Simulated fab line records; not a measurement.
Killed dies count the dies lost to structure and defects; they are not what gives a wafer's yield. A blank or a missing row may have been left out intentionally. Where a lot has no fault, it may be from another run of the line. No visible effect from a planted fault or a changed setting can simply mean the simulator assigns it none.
Matching of chambers ; flow nandHarc ; NHARC_P_GATE_ETCH_32 on rieSi-02 has 4 sister chambers
The step etches the open film in HBr/Cl2, target depth 150 nm, time 100.1 s. 8 wafers are shown with their chamber, then 7 later ones without.

== WAFERS PAIRED WITH THEIR CHAMBERS ==
wafer;chamber;drypumpMotorCurrentA (A);oesProductAu (a.u.)
L078.3;2;5.5;1.026
L081.5;1;5.8;0.986
L085.4;1;5.7;0.984
L086.1;3;4.9;1.006
L086.3;0;5.4;0.994
L086.6;0;5.3;0.999
L087.2;2;5.5;1.012
L087.4;3;4.9;1.010

== WAFERS WITH NO CHAMBER GIVEN ==
wafer;drypumpMotorCurrentA (A);oesProductAu (a.u.)
L087.5;5.3;1.004
L095.2;5.7;0.997
L095.3;4.9;1.002
L095.6;5.6;1.014
L097.3;5.3;1.006
L097.4;5.7;1.007
L097.6;5.7;1.003

== EACH ONE'S CHAMBER ==
wafer;from the rows above;in truth
L087.5;0;0
L095.2;1;1
L095.3;3;3
L095.6;2;2
L097.3;0;0
L097.4;can't be placed: 1 or 2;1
L097.6;can't be placed: 1 or 2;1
Correct placement for 5 of the 7. Cannot be placed on the basis of these rows: 2; the candidates contain the true chamber in 2. Number placed wrongly: 0.
How it was worked out, from the rows above alone: a wafer's distance from a chamber is the root of the sum, over the readings, of the square of ((its reading less the chamber's mean) divided by the reading's scatter). The wafer belongs to the nearest chamber; if the next one is less than 2 further off, it can't be placed. The mean given for a chamber averages the wafers shown for that chamber. The scatter: the root of (the sum of the squares of (reading less its chamber's mean) over the shown wafers, divided by (wafers less chambers)).
